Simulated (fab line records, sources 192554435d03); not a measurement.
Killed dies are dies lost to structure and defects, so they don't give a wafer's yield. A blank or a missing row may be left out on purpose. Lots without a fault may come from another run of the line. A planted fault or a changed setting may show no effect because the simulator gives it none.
Which tool did it? | flow n5_finfet | 12 lots, 36 wafers sampled, at 1 step of a route of 1938

WHAT THE GAUGES READ, wafer by wafer
N5_BEOL_M11_OCD_MEAS_38.
lot  | measured     | on     | trench_depth_nm (nm)
L074 | day 10 15:05 | ocd-02 | 143.7 144.1 144.5
L078 | day 11 05:43 | ocd-02 | 147.8 145.5 147.5
L080 | day 11 11:09 | ocd-01 | 144.4 141.6 144.3
L081 | day 11 16:12 | ocd-01 | 145.1 149.9 152.3
L082 | day 12 11:01 | ocd-02 | 150.8 149.7 150.2
L085 | day 12 16:23 | ocd-02 | 145.9 145.1 145.6
L089 | day 13 14:33 | ocd-02 | 150.3 144.6 145.9
L088 | day 14 01:03 | ocd-02 | 153.2 152.5 150.0
L091 | day 14 10:52 | ocd-01 | 146.7 144.5 144.2
L092 | day 15 01:04 | ocd-01 | 151.9 151.6 147.3
L094 | day 15 10:35 | ocd-01 | 146.8 145.5 144.3
L097 | day 16 08:31 | ocd-02 | 147.4 144.9 145.4

WHICH TOOL RAN EACH LOT (tool, then ch and the chambers of the sampled wafers, then the start)
The record holds no process step before these readings.

THE ANSWER, worked out from the rows above alone
Rule: what is usual is taken from the lots themselves. Put in order of their means at a reading, lots are off if they are a third of the lots or fewer, leave a main group of 4 or more, and stand apart from it by a gap of 3 or more times the standard deviation of the main group's means; of several such gaps the widest counts. A main group whose means are all the same, to the digits that the tables above print for the reading, isn't used. A lot without any number at a reading at which 4 lots or more have one is off too. The other lots that the step has rows for count as sound.
No lot is off at any reading shown: from this, nothing can be told.

WHAT THE SIMULATOR HAD PUT IN
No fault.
